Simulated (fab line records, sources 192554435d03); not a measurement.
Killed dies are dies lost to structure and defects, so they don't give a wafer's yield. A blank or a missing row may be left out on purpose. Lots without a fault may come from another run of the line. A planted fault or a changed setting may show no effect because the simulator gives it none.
Which tool did it? | flow n5_finfet | 10 lots, 30 wafers sampled, at 2 steps of a route of 1938

WHAT THE GAUGES READ, wafer by wafer
N5_BEOL_M6_INSPECT_30: inspects for defects (brightfield). Usual: raw_defect_count 405, standard deviation 87.
lot  | measured     | on                | raw_defect_count | flag
L904 | day 9 18:19  | defect_inspect-01 | 332 253 334      |
L903 | day 9 21:57  | defect_inspect-01 | 452 498 425      |
L905 | day 10 00:49 | defect_inspect-01 | 470 430 375      |
L909 | day 11 14:13 | defect_inspect-02 | 463 334 415      |
L907 | day 11 17:59 | defect_inspect-01 | 404 355 459      |
L911 | day 11 21:51 | defect_inspect-01 | 317 467 331      |
L912 | day 12 03:10 | defect_inspect-01 | 463 334 481      |
L919 | day 14 19:32 | defect_inspect-01 | 660 465 439      |
L921 | day 15 12:41 | defect_inspect-02 | 387 287 318      |
L923 | day 16 00:12 | defect_inspect-02 | 295 444 270      |

WHICH TOOL RAN EACH LOT (tool, then ch and the chambers of the sampled wafers, then the start)
lot  | N5_BEOL_M6_STRIP_67
L904 | rie_diel-03 ch 2,3, day 9 17:33
L903 | rie_diel-03 ch 0,2, day 9 20:16
L905 | rie_diel-03 ch 0,2,3, day 10 00:05
L909 | rie_diel-04 ch 0,1,2, day 11 12:17
L907 | rie_diel-04 ch 0,1, day 11 17:11
L911 | rie_diel-01 ch 0,1,3, day 11 19:32
L912 | rie_diel-03 ch 1,2,3, day 11 23:14
L919 | rie_diel-01 ch 0,1,3, day 14 17:33
L921 | rie_diel-01 ch 1,2,3, day 15 10:00
L923 | rie_diel-03 ch 0,3, day 15 23:13
- N5_BEOL_M6_STRIP_67: strips in CF4.

WHAT THE TOOLS THEMSELVES READ (means of the sampled wafers that have a number; where no wafer has one, the mark that the record gives instead)
N5_BEOL_M6_STRIP_67. Usual: drypump_motor_current_A 5.48 A, standard deviation 0.29; oes_product_au 0.80 a.u., standard deviation 0.09; rf_vpp_V 271.0 V, standard deviation 1.8; showerhead_plenum_p_Torr 1.79 Torr, standard deviation 0.063; throttle_valve_pct 13.48 %, standard deviation 0.25.
lot  | tool        | drypump_motor_current_A (A) | oes_product_au (a.u.) | rf_vpp_V (V) | showerhead_plenum_p_Torr (Torr) | throttle_valve_pct (%) | flag
L904 | rie_diel-03 | 5.27                        | 0.86                  | 272.6        | 1.84                            | 13.47                  |
L903 | rie_diel-03 | 5.52                        | 0.90                  | 271.7        | 1.84                            | 13.11                  |
L905 | rie_diel-03 | 5.40                        | 0.87                  | 273.0        | 1.84                            | 13.28                  |
L909 | rie_diel-04 | 5.61                        | 0.77                  | 270.9        | 1.75                            | 13.51                  |
L907 | rie_diel-04 | 5.66                        | 0.70                  | 270.7        | 1.74                            | 13.64                  |
L911 | rie_diel-01 | 5.40                        | 0.74                  | 269.8        | 1.75                            | 13.61                  |
L912 | rie_diel-03 | 5.40                        | 0.87                  | 273.0        | 1.85                            | 13.47                  |
L919 | rie_diel-01 | 5.40                        | 0.90                  | 271.9        | 1.82                            | 13.27                  |
L921 | rie_diel-01 | 5.55                        | 0.81                  | 270.1        | 1.78                            | 13.53                  |
L923 | rie_diel-03 | 5.56                        | 0.79                  | 271.7        | 1.80                            | 13.41                  |

THE ANSWER, worked out from the rows above alone
Rule: a lot is off if the mean of its wafers that have a number lies more than 3 standard deviations from the usual mean. A lot without any number at a reading at which 4 lots or more have one is off too. The other lots that the step has rows for count as sound. The gauges are gone through in route order, then the tools' own readings, and for those a lot's mean is taken as printed above. The first step at which some lot is off is used, and at that step the reading that is off furthest; a lot without a number counts as furthest.
No lot is off at any reading shown: from this, nothing can be told.

WHAT THE SIMULATOR HAD PUT IN
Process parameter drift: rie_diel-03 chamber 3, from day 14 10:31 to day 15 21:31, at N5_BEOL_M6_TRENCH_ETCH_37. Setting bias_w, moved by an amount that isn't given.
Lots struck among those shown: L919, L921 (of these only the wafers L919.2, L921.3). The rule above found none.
